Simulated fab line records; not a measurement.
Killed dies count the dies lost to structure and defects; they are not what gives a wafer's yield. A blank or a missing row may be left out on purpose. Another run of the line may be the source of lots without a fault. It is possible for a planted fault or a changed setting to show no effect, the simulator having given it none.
Code-filled problem report in 8D (eight disciplines) form | flow n5 finfet | the parts of the form that need people (team, actions taken, sign-off) are left out

== 1. THE PROBLEM ==
Across 9 wafers from 3 lots, CJ_N at N5_BEOL_M4_RC_MEAS_101 averages 2.31, while fault-free wafers read 4.31 with a standard deviation of 0.079. That is -25 standard deviations from the usual mean.
Earliest sighting: wafer L100.3 on prober-02 at day 11 02:54. At this step, 15 wafers from 5 lots have a number in the record. The rule behind "out" and "out of limits": a value lying over 4 standard deviations away from the usual mean. All remaining wafers that have a number are taken as sound.

== 2. WHAT THIS IS AND IS NOT ==
question                    | is                     | is not
which readings at this step | CJ_N                   | DIBL_P, IOFF_P, ION_P, SS_P
which lots                  | L100, L103, L105       | L121, L998
which wafers of those lots  | all that have a number | -
read on which gauges        | prober-02              | -
when                        | from day 11 02:54      | up to then (3 sound wafers); but 3 sound wafers of L121 came after

== 3. THE SUSPECTS, EACH WITH WHAT RULES IT OUT ==
Counting: a tool at any process step up to the reading remains a suspect when it ran all the lots that are out and ran no sound lot after the first of those.
- the gauge at N5_BEOL_M4_RC_MEAS_101: ruled out. All the wafers that are out were read on prober-02, but those of them that N5_WELL_APT_IMPLANT_32 has rows for are out there too, on other tools.
- implanter-02 at N5_WELL_APT_IMPLANT_32: kept. It ran every lot that is out, first L100 (day 2 04:12), and no sound lot after that; its last sound lot up to then is L998 (day 1 15:32). Its own readings are out on those wafers: dose ions cm2, faraday current uA.
Remaining after the count: implanter-02 at N5_WELL_APT_IMPLANT_32.

== 4. THE CAUSE (what the simulator had put in) ==
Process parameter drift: implanter-02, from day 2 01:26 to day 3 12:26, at N5_WELL_APT_IMPLANT_32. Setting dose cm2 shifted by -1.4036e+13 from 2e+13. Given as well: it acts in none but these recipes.
After counting, this tool was the only one left.

== 5. THE CHAIN OF EFFECTS, in route order ==
One row per reading whose mean, taken over the struck wafers that have a number, lies over 3 standard deviations from the usual. Only readings whose record carries a usual standard deviation are examined. hours: median over the lots of the time between each lot's start at the first step of this table that gives one and its start at this step. sigmas: the change, counted in usual standard deviations.
hours | step                   | reading            | usual       | on struck wafers | change      | sigmas
0     | N5_WELL_APT_IMPLANT_32 | dose ions cm2      | 1.9999e+13  | 5.9558e+12       | -1.4043e+13 | -99 or more
0     | N5_WELL_APT_IMPLANT_32 | faraday current uA | 253         | 75               | -178        | -33
206   | N5_BEOL_M4_RC_MEAS_101 | CJ_N               | 4.31        | 2.31             | -2.00       | -25
206   | N5_BEOL_M4_RC_MEAS_101 | IOFF_N_85C         | 3.1 nA/um   | 4.3              | +1.2        | +3.2
206   | N5_BEOL_M4_RC_MEAS_101 | RS_PWELL           | 3004 ohm/sq | 3136             | +132        | +5.3
206   | N5_BEOL_M4_RC_MEAS_101 | SS_N               | 71.6 mV/dec | 73.6             | +2.0        | +4.3
Process steps it contains:
- N5_WELL_APT_IMPLANT_32

== 6. HOW IT WOULD HAVE BEEN CAUGHT EARLIER ==
In this record the first reading out of limits at a measuring or inspecting step was taken at day 11 02:54, 217 hours after the fault began at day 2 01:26.
At N5_WELL_APT_IMPLANT_32, the tool's own readings (dose ions cm2, faraday current uA) were out on each struck wafer the step has a row for, so an alarm limit on them would have fired on the first such wafer.
By day 11 02:54 the whole set of lots that are out, 3 in number, had already begun N5_WELL_APT_IMPLANT_32 on implanter-02. None of them would have been spared by holding the tool at that moment.
